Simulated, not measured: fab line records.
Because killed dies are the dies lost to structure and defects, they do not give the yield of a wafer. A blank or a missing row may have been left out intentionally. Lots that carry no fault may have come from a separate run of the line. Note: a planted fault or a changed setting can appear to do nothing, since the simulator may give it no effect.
fab line records	flow nandHarc
record lots=24	wafers=72	lastDay=33
route steps=1302 shown A_STAIRCASE@682
lots untouched by any fault: they come from a run of this same line in which no faults occurred
startH: hours from the record's first day to the start of the lot's first wafer shown	waitH: how many hours have passed since the lot's step before this one	" repeats the value in the row above	L1.1+2: several wafers, shown together as one row	- no value, or no start given	* or withheld: withheld	< > ~ a bound
route shown NAME@n: NAME is a module with steps in the file, n the number in the route of the first one	usual: the fault-free wafers' mean and standard deviation	same: alike in all rows	chamber/n: place in a boat	sites: the reading at each site	_std_site: how widely they spread, as a standard deviation	_edge_site: inner sites' mean taken away from outer sites' mean	radiusMm: for every site, how far away it sits from the centre of the wafer	mask NAME#n: copy n	behind: the tool/chamber that last shaped the wafer	hold: the reason the lot was held/the length of the hold in hours/how it ended	device: the n, p or np transistor that did not switch	end of line: the tests these same wafers got at the end of their route	where a step has no rows: the recipe by itself	killed: at the first sort, the dies lost to defects and structure; wafer yield is something else	map: shows each die of a wafer: x if killed, . if not, _ if none is there
set.NAME: the run value of the setting; set.NAME@STEP: its run value at that earlier step	model.NAME: the simulator's own value behind a step, which no gauge read
steps of the route over a sample of lots; a table a step, a row a wafer
services: a tool's chamber out of use, with start hour (startH, from the record's first day; less than 0 if before it), hours out, and reason
## steps
# step NHARC_A_STAIRCASE_ETCH_25
# recipe targetDepthA=1000	timeS=40.5	ionEnergyEv=400	c4f8FlowSccm=20	o2FlowSccm=10	arFlowSccm=withheld	rfW=600	biasW=1000	chemistry=C4F8/O2
# usual oesProductAu=0.945/0.009	rfVppV=895/6.6
lot.wafer	tool	chamber	startH	waitH	oesProductAu	rfHoursCounterH	rfVppV
L074.2	rieDiel-08	1	-	-	0.932	54	888
L074.3	"	3	"	"	0.924	45	892
L074.6	"	0	"	"	0.937	-	904
L075.4	rieDiel-08	0	-	-	0.946	51	906
L075.6	"	0	"	"	0.940	-	904
L075.5	"	1	"	"	0.955	-	888
L077.2	rieDiel-11	3	-	-	0.943	46	888
L077.4	"	2	"	"	0.935	44	886
L077.5	"	3	"	"	0.951	-	888
L076.2	rieDiel-12	3	-	-	0.935	34	894
L076.3	"	0	"	"	0.940	35	900
L076.6	"	3	"	"	0.925	-	893
L079.1	rieDiel-11	1	-	-	0.956	48	900
L079.5	"	1	"	"	0.944	-	899
L079.4	"	2	"	"	0.938	-	884
L078.3	rieDiel-08	2	-	-	0.961	4	896
L078.1	"	3	"	"	0.943	5	889
L078.6	"	3	"	"	0.939	-	890
L080.2	rieDiel-12	0	-	-	0.941	46	901
L080.1	"	2	"	"	0.948	49	890
L080.4	"	3	"	"	0.938	45	893
L081.2	rieDiel-11	1	-	-	0.955	57	901
L081.3	"	2	"	"	0.936	57	887
L081.4	"	3	"	"	0.940	61	888
L082.1	rieDiel-12	1	-	-	0.933	58	905
L082.3	"	2	"	"	0.938	56	890
L082.5	"	3	"	"	0.938	-	892
L083.3	rieDiel-11	2	-	-	0.947	3	907
L083.6	"	2	"	"	0.945	-	908
L083.5	"	3	"	"	0.953	-	889
L084.3	rieDiel-11	3	-	-	0.939	9	889
L084.2	"	1	"	"	0.957	7	898
L084.6	"	3	"	"	0.945	-	888
L085.2	rieDiel-12	0	-	-	0.948	5	899
L085.4	"	1	"	"	0.945	3	905
L085.5	"	0	"	"	0.950	-	900
L086.3	rieDiel-08	2	-	-	0.947	32	895
L086.6	"	1	"	"	0.942	-	887
L086.5	"	2	"	"	0.941	-	894
L087.1	rieDiel-08	0	-	-	0.954	36	904
L087.6	"	3	"	"	0.952	-	889
L087.5	"	0	"	"	0.959	-	905
L088.3	rieDiel-08	0	-	-	0.938	38	905
L088.2	"	3	"	"	0.947	36	889
L088.6	"	2	"	"	0.935	-	894
L090.1	rieDiel-12	3	-	-	0.929	14	894
L090.2	"	0	"	"	0.933	15	900
L090.5	"	2	"	"	0.937	-	891
L089.1	rieDiel-12	3	-	-	0.952	18	892
L089.5	"	1	"	"	0.957	-	905
L089.6	"	2	"	"	0.953	-	890
L091.2	rieDiel-11	0	-	-	0.939	22	893
L091.4	"	2	"	"	0.954	25	906
L091.5	"	1	"	"	0.943	-	900
L092.3	rieDiel-11	3	-	-	0.962	33	886
L092.1	"	0	"	"	0.957	31	893
L092.5	"	2	"	"	0.943	-	906
L094.2	rieDiel-12	1	-	-	0.941	26	903
L094.1	"	2	"	"	0.946	27	889
L094.3	"	3	"	"	0.943	30	893
L093.2	rieDiel-08	3	-	-	0.961	54	888
L093.1	"	0	"	"	0.954	62	905
L093.4	"	1	"	"	0.949	47	886
L095.3	rieDiel-11	3	-	-	0.940	44	887
L095.1	"	1	"	"	0.955	41	898
L095.4	"	2	"	"	0.946	42	905
L096.4	rieDiel-11	1	-	-	0.946	48	899
L096.2	"	3	"	"	0.940	48	887
L096.6	"	0	"	"	0.946	-	893
L097.3	rieDiel-12	1	-	-	0.944	36	905
L097.1	"	3	"	"	0.927	39	892
L097.4	"	0	"	"	0.944	41	900
# step NHARC_A_STAIRCASE_ETCH_188
# recipe targetDepthA=1000	timeS=40.5	ionEnergyEv=400	c4f8FlowSccm=20	o2FlowSccm=10	arFlowSccm=withheld	rfW=600	biasW=1000	chemistry=C4F8/O2
# usual oesProductAu=0.939/0.014	rfVppV=896/6.1
lot.wafer	tool	chamber	startH	waitH	oesProductAu	rfHoursCounterH	rfVppV
L074.3	rieDiel-12	0	-	-	0.935	21	900
L074.2	"	1	"	"	0.945	25	905
L074.6	"	3	"	"	0.958	-	894
L075.4	rieDiel-12	2	-	-	0.955	32	891
L075.6	"	1	"	"	0.949	-	905
L075.5	"	2	"	"	0.947	-	891
L077.4	rieDiel-11	1	-	-	0.940	44	900
L077.2	"	3	"	"	0.935	46	890
L077.5	"	1	"	"	0.943	-	900
L076.3	rieDiel-12	3	-	-	0.932	34	893
L076.2	"	1	"	"	0.939	38	905
L076.6	"	3	"	"	0.929	-	893
L079.1	rieDiel-12	2	-	-	0.961	39	888
L079.4	"	3	"	"	0.949	36	894
L079.5	"	1	"	"	0.954	-	904
L078.3	rieDiel-08	0	-	-	0.945	8	904
L078.1	"	2	"	"	0.946	5	895
L078.6	"	3	"	"	0.940	-	888
L080.2	rieDiel-12	3	-	-	0.911	45	893
L080.4	"	0	"	"	0.934	46	901
L080.1	"	2	"	"	0.920	50	890
L081.4	rieDiel-12	2	-	-	0.924	53	889
L081.2	"	0	"	"	0.901	52	899
L081.3	"	1	"	"	0.918	55	904
L082.3	rieDiel-12	1	-	-	0.925	58	904
L082.1	"	2	"	"	0.926	57	890
L082.5	"	2	"	"	0.930	-	889
L083.3	rieDiel-11	3	-	-	0.942	3	889
L083.5	"	2	"	"	0.953	-	906
L083.6	"	3	"	"	0.937	-	889
L084.3	rieDiel-08	3	-	-	0.942	28	890
L084.2	"	0	"	"	0.951	31	904
L084.6	"	2	"	"	0.945	-	895
L085.2	rieDiel-08	2	-	-	0.931	28	895
L085.4	"	3	"	"	0.927	29	888
L085.5	"	0	"	"	0.924	-	905
L086.3	rieDiel-12	1	-	-	0.964	8	904
L086.6	"	2	"	"	0.957	-	889
L086.5	"	3	"	"	0.942	-	892
L087.1	rieDiel-11	1	-	-	0.954	18	899
L087.6	"	2	"	"	0.940	-	904
L087.5	"	3	"	"	0.947	-	889
L088.2	rieDiel-12	0	-	-	0.945	15	900
L088.3	"	2	"	"	0.933	12	890
L088.6	"	0	"	"	0.941	-	899
L090.1	rieDiel-12	3	-	-	0.930	14	892
L090.2	"	2	"	"	0.920	12	889
L090.5	"	0	"	"	0.935	-	901
L089.1	rieDiel-12	1	-	-	0.932	12	906
L089.5	"	1	"	"	0.928	-	904
L089.6	"	2	"	"	0.924	-	889
L091.4	rieDiel-12	2	-	-	0.956	18	890
L091.2	"	0	"	"	0.947	22	899
L091.5	"	2	"	"	0.960	-	890
L092.1	rieDiel-12	1	-	-	0.928	24	904
L092.3	"	3	"	"	0.934	28	894
L092.5	"	0	"	"	0.939	-	898
L094.3	rieDiel-12	2	-	-	0.953	28	889
L094.2	"	0	"	"	0.941	34	900
L094.1	"	1	"	"	0.946	26	905
L093.1	rieDiel-11	0	-	-	0.960	35	892
L093.4	"	2	"	"	0.937	37	907
L093.2	"	3	"	"	0.949	39	888
L095.4	rieDiel-12	3	-	-	0.958	36	893
L095.3	"	0	"	"	0.943	39	900
L095.1	"	1	"	"	0.939	33	904
L096.4	rieDiel-12	1	-	-	0.914	42	904
L096.2	"	3	"	"	0.918	42	893
L096.6	"	1	"	"	0.909	-	904
L097.3	rieDiel-12	3	-	-	0.924	42	894
L097.4	"	1	"	"	0.916	42	904
L097.1	"	2	"	"	0.913	44	890
# step NHARC_A_STAIRCASE_ETCH_199
# recipe targetDepthA=1000	timeS=40.5	ionEnergyEv=400	c4f8FlowSccm=20	o2FlowSccm=10	arFlowSccm=withheld	rfW=600	biasW=1000	chemistry=C4F8/O2
# usual oesProductAu=0.941/0.011	rfVppV=895/6.1
lot.wafer	tool	chamber	startH	waitH	oesProductAu	rfHoursCounterH	rfVppV
L074.2	rieDiel-11	1	-	-	0.959	35	899
L074.3	"	2	"	"	0.944	35	889
L074.6	"	1	"	"	0.965	-	900
L075.4	rieDiel-11	3	-	-	0.933	43	889
L075.5	"	0	"	"	0.936	-	893
L075.6	"	1	"	"	0.959	-	901
L076.3	rieDiel-12	2	-	-	0.945	37	888
L076.2	"	0	"	"	0.938	36	900
L076.6	"	3	"	"	0.960	-	893
L077.2	rieDiel-11	0	-	-	0.925	42	894
L077.4	"	2	"	"	0.939	46	887
L077.5	"	3	"	"	0.948	-	889
L079.4	rieDiel-12	0	-	-	0.940	39	900
L079.1	"	2	"	"	0.936	39	890
L079.5	"	3	"	"	0.934	-	893
L078.1	rieDiel-12	0	-	-	0.936	39	901
L078.3	"	2	"	"	0.945	39	890
L078.6	"	1	"	"	0.949	-	906
L080.2	rieDiel-11	0	-	-	0.939	50	894
L080.1	"	1	"	"	0.943	57	899
L080.4	"	3	"	"	0.932	61	889
L081.3	rieDiel-12	1	-	-	0.940	55	905
L081.4	"	2	"	"	0.947	54	890
L081.2	"	3	"	"	0.929	51	893
L082.3	rieDiel-12	0	-	-	0.956	57	901
L082.1	"	2	"	"	0.936	57	890
L082.5	"	0	"	"	0.948	-	901
L083.3	rieDiel-08	3	-	-	0.948	25	889
L083.5	"	0	"	"	0.961	-	903
L083.6	"	1	"	"	0.950	-	887
L084.3	rieDiel-08	2	-	-	0.925	30	895
L084.2	"	3	"	"	0.933	30	888
L084.6	"	1	"	"	0.925	-	888
L085.2	rieDiel-08	1	-	-	0.939	33	886
L085.4	"	0	"	"	0.931	33	904
L085.5	"	2	"	"	0.945	-	896
L086.3	rieDiel-11	3	-	-	0.952	14	888
L086.5	"	0	"	"	0.946	-	894
L086.6	"	3	"	"	0.960	-	888
L087.1	rieDiel-12	3	-	-	0.936	13	894
L087.5	"	3	"	"	0.940	-	893
L087.6	"	2	"	"	0.930	-	888
L088.3	rieDiel-12	2	-	-	0.927	13	888
L088.2	"	3	"	"	0.936	15	893
L088.6	"	3	"	"	0.934	-	893
L090.1	rieDiel-12	1	-	-	0.942	11	905
L090.2	"	2	"	"	0.928	15	888
L090.5	"	3	"	"	0.920	-	894
L089.1	rieDiel-12	2	-	-	0.946	17	888
L089.5	"	1	"	"	0.949	-	904
L089.6	"	2	"	"	0.939	-	890
L091.4	rieDiel-12	3	-	-	0.930	21	893
L091.2	"	1	"	"	0.929	15	903
L091.5	"	0	"	"	0.943	-	898
L092.3	rieDiel-12	0	-	-	0.961	33	899
L092.1	"	1	"	"	0.929	25	905
L092.5	"	2	"	"	0.939	-	889
L094.1	rieDiel-11	2	-	-	0.948	38	904
L094.2	"	3	"	"	0.938	39	888
L094.3	"	0	"	"	0.944	36	892
L093.1	rieDiel-11	0	-	-	0.943	36	893
L093.2	"	1	"	"	0.952	37	900
L093.4	"	2	"	"	0.939	38	905
L095.3	rieDiel-12	3	-	-	0.944	36	892
L095.1	"	0	"	"	0.951	40	901
L095.4	"	2	"	"	0.943	35	888
L096.2	rieDiel-11	2	-	-	0.954	53	905
L096.4	"	0	"	"	0.948	48	895
L096.6	"	3	"	"	0.958	-	888
L097.1	rieDiel-08	2	-	-	0.934	8	896
L097.4	"	0	"	"	0.934	9	903
L097.3	"	1	"	"	0.940	9	907
# step NHARC_A_STAIRCASE_TRIM_202
# recipe timeS=211.2	o2FlowSccm=500	arFlowSccm=0	biasW=0	chemistry=O2
# usual drypumpMotorCurrentA=5.8/0.42	oesProductAu=1.000/0.0072	rfVppV=57.7/0.87	showerheadPlenumPTorr=3.52/0.17	throttleValvePct=17.036/0.01
lot.wafer	tool	chamber	startH	waitH	drypumpMotorCurrentA	oesProductAu	rfHoursCounterH	rfVppV	showerheadPlenumPTorr	throttleValvePct
L074.3	rieDiel-11	1	-	-	5.4	1.010	35	58.0	3.63	17.025
L074.2	"	3	"	"	5.4	1.010	35	57.5	3.35	17.027
L074.6	"	1	"	"	5.4	1.003	-	58.7	3.63	17.057
L075.4	rieDiel-11	2	-	-	6.4	1.004	41	56.1	3.28	17.034
L075.5	"	3	"	"	5.4	0.998	-	56.7	3.34	17.046
L075.6	"	0	"	"	5.5	1.000	-	57.3	3.48	17.041
L076.3	rieDiel-12	2	-	-	6.3	0.996	37	57.4	3.36	17.034
L076.2	"	3	"	"	6.3	0.996	34	57.0	3.46	17.032
L076.6	"	2	"	"	6.3	0.993	-	58.0	3.36	17.033
L077.2	rieDiel-11	1	-	-	5.4	1.011	47	58.5	3.63	17.033
L077.4	"	3	"	"	5.4	1.003	51	57.1	3.34	17.033
L077.5	"	1	"	"	5.4	1.006	-	58.8	3.63	17.050
L079.1	rieDiel-12	2	-	-	6.3	1.006	40	57.8	3.36	17.038
L079.4	"	0	"	"	5.7	0.999	39	58.4	3.66	17.047
L079.5	"	2	"	"	6.3	1.004	-	55.6	3.36	17.041
L078.3	rieDiel-12	0	-	-	5.7	0.997	39	57.5	3.66	17.044
L078.1	"	3	"	"	6.3	0.988	37	57.9	3.46	17.045
L078.6	"	0	"	"	5.7	0.997	-	59.1	3.66	17.028
L080.1	rieDiel-11	2	-	-	6.5	0.996	57	57.2	3.27	17.046
L080.4	"	3	"	"	5.4	1.019	61	55.5	3.33	17.026
L080.2	"	0	"	"	5.5	1.012	51	57.9	3.47	17.042
L081.4	rieDiel-12	1	-	-	5.4	0.984	55	57.3	3.78	17.033
L081.3	"	2	"	"	6.3	0.987	54	56.9	3.35	17.042
L081.2	"	3	"	"	6.3	0.991	51	57.4	3.45	17.017
L082.1	rieDiel-12	2	-	-	6.3	1.003	58	56.8	3.35	17.028
L082.3	"	3	"	"	6.3	0.987	56	58.1	3.45	17.045
L082.5	"	2	"	"	6.3	0.991	-	57.3	3.35	17.036
L083.3	rieDiel-08	2	-	-	6.3	1.006	23	58.1	3.52	17.058
L083.5	"	0	"	"	4.9	0.998	-	59.3	3.76	17.044
L083.6	"	1	"	"	5.7	1.014	-	57.2	3.29	17.022
L084.3	rieDiel-08	3	-	-	5.9	1.003	30	58.1	3.33	17.049
L084.2	"	1	"	"	5.7	1.007	33	57.5	3.29	17.030
L084.6	"	2	"	"	6.3	1.006	-	59.1	3.51	17.035
L085.2	rieDiel-08	2	-	-	6.3	0.997	31	58.6	3.51	17.048
L085.4	"	3	"	"	5.9	0.987	30	57.2	3.33	17.046
L085.5	"	3	"	"	5.9	0.996	-	57.5	3.33	17.031
L086.3	rieDiel-11	1	-	-	5.5	1.003	15	58.6	3.61	17.038
L086.6	"	0	"	"	5.5	0.995	-	57.6	3.46	17.036
L086.5	"	3	"	"	5.4	1.005	-	57.2	3.32	17.040
L087.1	rieDiel-12	3	-	-	6.3	0.999	13	57.5	3.44	17.025
L087.6	"	2	"	"	6.3	0.997	-	55.8	3.35	17.045
L087.5	"	3	"	"	6.3	0.991	-	57.6	3.44	17.030
L088.3	rieDiel-12	1	-	-	5.4	0.999	11	57.8	3.77	17.044
L088.2	"	2	"	"	6.3	0.986	15	57.8	3.34	17.047
L088.6	"	3	"	"	6.3	0.989	-	58.0	3.44	17.048
L090.2	rieDiel-12	1	-	-	5.4	0.996	11	57.7	3.77	17.030
L090.1	"	2	"	"	6.3	0.997	15	57.8	3.35	17.033
L090.5	"	1	"	"	5.4	0.995	-	57.7	3.77	17.043
L089.1	rieDiel-12	0	-	-	5.7	0.998	20	56.6	3.64	17.030
L089.6	"	3	"	"	6.3	0.991	-	57.7	3.44	17.065
L089.5	"	0	"	"	5.7	0.994	-	56.9	3.64	17.032
L091.2	rieDiel-12	0	-	-	5.7	1.011	22	58.5	3.64	17.032
L091.4	"	1	"	"	5.4	0.999	15	57.6	3.77	17.029
L091.5	"	3	"	"	6.3	1.009	-	57.3	3.44	17.035
L092.1	rieDiel-12	1	-	-	5.4	0.995	25	58.7	3.76	17.030
L092.3	"	2	"	"	6.3	1.005	26	56.6	3.34	17.035
L092.5	"	0	"	"	5.7	0.998	-	54.6	3.63	17.040
L094.3	rieDiel-11	3	-	-	5.4	0.999	40	57.3	3.31	17.034
L094.2	"	0	"	"	5.5	0.998	36	58.2	3.45	17.021
L094.1	"	1	"	"	5.4	1.014	38	58.4	3.60	17.036
L093.1	rieDiel-11	1	-	-	5.5	1.003	38	57.5	3.60	17.020
L093.4	"	2	"	"	6.4	0.999	38	58.7	3.79	17.031
L093.2	"	3	"	"	5.3	1.008	40	56.9	3.31	17.033
L095.1	rieDiel-12	2	-	-	6.3	1.005	35	57.8	3.33	17.041
L095.4	"	3	"	"	6.3	0.993	37	59.1	3.43	17.045
L095.3	"	0	"	"	5.7	1.002	40	59.0	3.63	17.058
L096.4	rieDiel-11	1	-	-	5.4	1.015	51	58.4	3.59	17.045
L096.2	"	2	"	"	6.4	1.003	53	59.1	3.78	17.038
L096.6	"	3	"	"	5.4	1.007	-	58.1	3.31	17.033
L097.3	rieDiel-08	2	-	-	6.3	1.000	8	58.7	3.49	17.039
L097.4	"	0	"	"	4.8	1.002	9	58.3	3.74	17.043
L097.1	"	1	"	"	5.7	1.005	9	58.7	3.80	17.019
# step NHARC_A_STAIRCASE_ETCH_227
# recipe targetDepthA=1000	timeS=40.5	ionEnergyEv=400	c4f8FlowSccm=20	o2FlowSccm=10	arFlowSccm=withheld	rfW=600	biasW=1000	chemistry=C4F8/O2
# usual oesProductAu=0.943/0.0095	rfVppV=896/6.3
lot.wafer	tool	chamber	startH	waitH	oesProductAu	rfHoursCounterH	rfVppV
L074.3	rieDiel-11	0	-	-	0.951	28	894
L074.2	"	2	"	"	0.929	36	887
L074.6	"	1	"	"	0.947	-	900
L075.4	rieDiel-12	0	-	-	0.949	30	900
L075.6	"	1	"	"	0.942	-	905
L075.5	"	2	"	"	0.936	-	890
L076.2	rieDiel-12	1	-	-	0.946	40	906
L076.3	"	2	"	"	0.943	38	890
L076.6	"	2	"	"	0.933	-	891
L077.4	rieDiel-12	2	-	-	0.959	39	890
L077.2	"	3	"	"	0.958	36	893
L077.5	"	2	"	"	0.942	-	890
L079.4	rieDiel-08	3	-	-	0.947	8	888
L079.1	"	0	"	"	0.958	10	904
L079.5	"	2	"	"	0.939	-	894
L078.1	rieDiel-12	3	-	-	0.951	38	894
L078.3	"	2	"	"	0.941	41	890
L078.6	"	3	"	"	0.944	-	893
L080.1	rieDiel-08	1	-	-	0.945	18	887
L080.2	"	2	"	"	0.942	17	897
L080.4	"	3	"	"	0.961	20	888
L081.3	rieDiel-08	2	-	-	0.941	19	896
L081.4	"	3	"	"	0.940	21	890
L081.2	"	0	"	"	0.934	22	906
L082.1	rieDiel-11	0	-	-	0.932	1	892
L082.3	"	2	"	"	0.929	2	907
L082.5	"	3	"	"	0.941	-	888
L083.3	rieDiel-11	2	-	-	0.939	5	906
L083.6	"	0	"	"	0.955	-	894
L083.5	"	1	"	"	0.964	-	898
L084.3	rieDiel-08	2	-	-	0.933	31	896
L084.2	"	3	"	"	0.948	31	890
L084.6	"	2	"	"	0.940	-	896
L085.4	rieDiel-12	2	-	-	0.942	6	889
L085.2	"	0	"	"	0.957	10	901
L085.5	"	2	"	"	0.956	-	890
L086.3	rieDiel-12	0	-	-	0.942	11	898
L086.5	"	0	"	"	0.937	-	902
L086.6	"	1	"	"	0.939	-	905
L087.1	rieDiel-08	0	-	-	0.927	39	903
L087.6	"	0	"	"	0.937	-	903
L087.5	"	3	"	"	0.934	-	888
L088.2	rieDiel-08	2	-	-	0.941	43	896
L088.3	"	0	"	"	0.949	44	903
L088.6	"	3	"	"	0.941	-	889
L090.2	rieDiel-11	1	-	-	0.963	24	900
L090.1	"	2	"	"	0.956	24	907
L090.5	"	1	"	"	0.959	-	899
L089.1	rieDiel-08	3	-	-	0.948	45	889
L089.5	"	3	"	"	0.946	-	888
L089.6	"	2	"	"	0.954	-	894
L091.4	rieDiel-11	2	-	-	0.949	27	907
L091.2	"	3	"	"	0.932	27	889
L091.5	"	1	"	"	0.951	-	899
L092.1	rieDiel-11	0	-	-	0.931	35	893
L092.3	"	2	"	"	0.954	37	905
L092.5	"	0	"	"	0.934	-	893
L094.1	rieDiel-11	1	-	-	0.957	39	897
L094.3	"	2	"	"	0.956	40	905
L094.2	"	3	"	"	0.935	42	888
L093.4	rieDiel-11	0	-	-	0.935	39	892
L093.2	"	1	"	"	0.949	39	898
L093.1	"	2	"	"	0.945	40	905
L095.4	rieDiel-08	1	-	-	0.945	3	906
L095.3	"	2	"	"	0.943	4	894
L095.1	"	3	"	"	0.950	4	888
L096.2	rieDiel-12	0	-	-	0.926	46	900
L096.4	"	1	"	"	0.921	44	904
L096.6	"	2	"	"	0.921	-	890
L097.3	rieDiel-08	3	-	-	0.950	10	887
L097.1	"	0	"	"	0.944	11	904
L097.4	"	2	"	"	0.937	10	893
# step NHARC_A_STAIRCASE_TRIM_233
# recipe timeS=211.2	o2FlowSccm=500	arFlowSccm=0	biasW=0	chemistry=O2
# usual drypumpMotorCurrentA=5.8/0.47	oesProductAu=0.999/0.0072	rfVppV=57.8/0.94	showerheadPlenumPTorr=3.52/0.18	throttleValvePct=17.037/0.0092
lot.wafer	tool	chamber	startH	waitH	drypumpMotorCurrentA	oesProductAu	rfHoursCounterH	rfVppV	showerheadPlenumPTorr	throttleValvePct
L074.2	rieDiel-12	0	-	-	5.7	0.990	23	58.9	3.67	17.043
L074.3	"	3	"	"	6.3	0.983	24	57.8	3.47	17.055
L074.6	"	0	"	"	5.7	0.976	-	58.4	3.67	17.047
L075.4	rieDiel-12	2	-	-	6.3	1.005	33	56.4	3.37	17.043
L075.6	"	1	"	"	5.4	1.004	-	58.5	3.79	17.045
L075.5	"	2	"	"	6.3	1.004	-	57.1	3.37	17.032
L076.2	rieDiel-08	1	-	-	5.8	1.005	5	55.8	3.30	17.036
L076.3	"	2	"	"	6.3	1.001	3	57.4	3.53	17.031
L076.6	"	0	"	"	4.9	1.001	-	57.9	3.77	17.032
L077.4	rieDiel-08	3	-	-	5.9	0.997	5	57.6	3.34	17.028
L077.2	"	2	"	"	6.3	1.011	4	58.5	3.53	17.056
L077.5	"	0	"	"	4.9	0.996	-	59.1	3.77	17.024
L079.1	rieDiel-08	0	-	-	4.9	0.998	10	57.1	3.77	17.046
L079.4	"	3	"	"	5.9	0.995	8	57.5	3.34	17.050
L079.5	"	1	"	"	5.7	0.993	-	56.2	3.30	17.035
L078.3	rieDiel-12	2	-	-	6.3	0.991	41	56.0	3.36	17.042
L078.1	"	3	"	"	6.3	0.985	38	56.9	3.46	17.030
L078.6	"	1	"	"	5.4	0.992	-	58.0	3.78	17.030
L080.4	rieDiel-08	3	-	-	5.9	1.001	20	57.6	3.34	17.034
L080.1	"	0	"	"	4.9	1.006	21	58.3	3.77	17.031
L080.2	"	2	"	"	6.3	1.007	18	57.8	3.52	17.031
L081.4	rieDiel-08	2	-	-	6.3	0.995	19	56.4	3.52	17.035
L081.2	"	0	"	"	4.9	0.996	22	58.3	3.77	17.036
L081.3	"	1	"	"	5.7	0.993	20	56.8	3.29	17.030
L082.1	rieDiel-08	1	-	-	5.7	1.001	24	57.0	3.29	17.040
L082.3	"	3	"	"	5.9	1.003	24	57.2	3.33	17.025
L082.5	"	2	"	"	6.3	0.997	-	57.2	3.52	17.034
L083.3	rieDiel-08	2	-	-	6.3	1.006	25	57.0	3.52	17.033
L083.5	"	0	"	"	4.8	1.002	-	59.6	3.76	17.044
L083.6	"	1	"	"	5.7	0.993	-	57.0	3.29	17.033
L084.3	rieDiel-11	1	-	-	5.4	1.004	13	57.9	3.61	17.041
L084.2	"	2	"	"	6.4	1.001	15	57.0	3.80	17.034
L084.6	"	1	"	"	5.4	1.016	-	58.2	3.61	17.036
L085.4	rieDiel-11	0	-	-	5.5	0.994	11	57.9	3.46	17.033
L085.2	"	1	"	"	5.4	1.003	13	57.4	3.61	17.043
L085.5	"	0	"	"	5.6	0.992	-	58.6	3.46	17.034
L086.3	rieDiel-11	3	-	-	5.4	0.999	17	57.0	3.32	17.030
L086.5	"	0	"	"	5.6	0.994	-	57.6	3.46	17.028
L086.6	"	1	"	"	5.4	1.011	-	58.3	3.61	17.024
L087.1	rieDiel-12	0	-	-	5.7	1.002	17	57.6	3.64	17.040
L087.5	"	3	"	"	6.3	0.988	-	58.3	3.44	17.027
L087.6	"	0	"	"	5.7	0.994	-	58.5	3.64	17.022
L088.3	rieDiel-12	0	-	-	5.7	0.996	19	57.7	3.64	17.033
L088.2	"	2	"	"	6.3	0.992	16	58.4	3.34	17.043
L088.6	"	3	"	"	6.3	0.996	-	57.2	3.44	17.023
L090.2	rieDiel-08	2	-	-	6.3	1.001	43	57.9	3.51	17.028
L090.1	"	0	"	"	4.9	1.002	44	57.5	3.75	17.038
L090.5	"	0	"	"	4.9	1.000	-	58.6	3.75	17.040
L089.1	rieDiel-12	3	-	-	6.3	0.992	20	58.2	3.44	17.047
L089.5	"	0	"	"	5.7	1.002	-	58.7	3.64	17.032
L089.6	"	1	"	"	5.4	0.993	-	60.0	3.77	17.035
L091.2	rieDiel-12	3	-	-	6.3	0.986	23	55.8	3.44	17.041
L091.4	"	0	"	"	5.7	0.998	24	58.8	3.63	17.029
L091.5	"	0	"	"	5.7	1.000	-	57.8	3.63	17.041
L092.3	rieDiel-08	2	-	-	6.3	1.008	60	59.0	3.50	17.041
L092.1	"	0	"	"	4.8	1.007	62	59.7	3.74	17.046
L092.5	"	3	"	"	5.9	1.008	-	58.2	3.32	17.037
L094.2	rieDiel-11	1	-	-	5.4	0.998	40	58.3	3.60	17.039
L094.1	"	3	"	"	5.4	0.992	43	58.0	3.31	17.025
L094.3	"	0	"	"	5.5	0.988	39	58.1	3.45	17.041
L093.1	rieDiel-11	0	-	-	5.5	1.002	40	57.2	3.45	17.027
L093.4	"	1	"	"	5.4	1.020	40	58.3	3.60	17.029
L093.2	"	2	"	"	6.4	1.000	41	58.6	3.78	17.043
L095.1	rieDiel-12	2	-	-	6.3	1.007	37	59.0	3.33	17.021
L095.3	"	0	"	"	5.7	0.995	41	56.9	3.63	17.022
L095.4	"	1	"	"	5.4	1.005	34	58.0	3.75	17.045
L096.2	rieDiel-08	3	-	-	5.9	0.996	10	57.7	3.31	17.042
L096.4	"	0	"	"	4.9	1.002	11	56.5	3.74	17.044
L096.6	"	3	"	"	5.8	0.997	-	56.2	3.31	17.022
L097.1	rieDiel-12	0	-	-	5.7	0.996	46	58.6	3.62	17.024
L097.4	"	1	"	"	5.4	0.998	44	59.2	3.75	17.023
L097.3	"	2	"	"	6.3	1.000	47	56.6	3.33	17.052
## services
tool	chamber	startH	hours	kind
rieDiel-08	0	329.57	12.2	repair
rieDiel-12	0	330.29	-	clean
rieDiel-12	1	330.29	-	clean
rieDiel-12	2	330.29	-	clean
rieDiel-12	3	330.29	-	clean
rieDiel-08	3	331.33	9.0	repair
rieDiel-08	1	334.13	9.5	repair
rieDiel-12	0	354.79	-	clean
rieDiel-12	1	354.79	-	clean
rieDiel-12	2	354.79	-	clean
rieDiel-12	3	354.79	-	clean
rieDiel-08	-	370.64	9.0	pm
rieDiel-12	0	380.85	-	clean
rieDiel-12	1	380.85	-	clean
rieDiel-12	2	380.85	-	clean
rieDiel-12	3	380.85	-	clean
rieDiel-08	1	406.95	5.1	repair
rieDiel-11	-	434.40	9.0	pm
rieDiel-12	-	449.15	9.0	pm
rieDiel-11	-	463.21	0.6	repair
rieDiel-12	-	471.86	0.6	repair
rieDiel-11	2	480.29	8.2	repair
rieDiel-12	1	495.04	11.0	repair
rieDiel-08	1	498.58	30.5	repair
## key
fault none
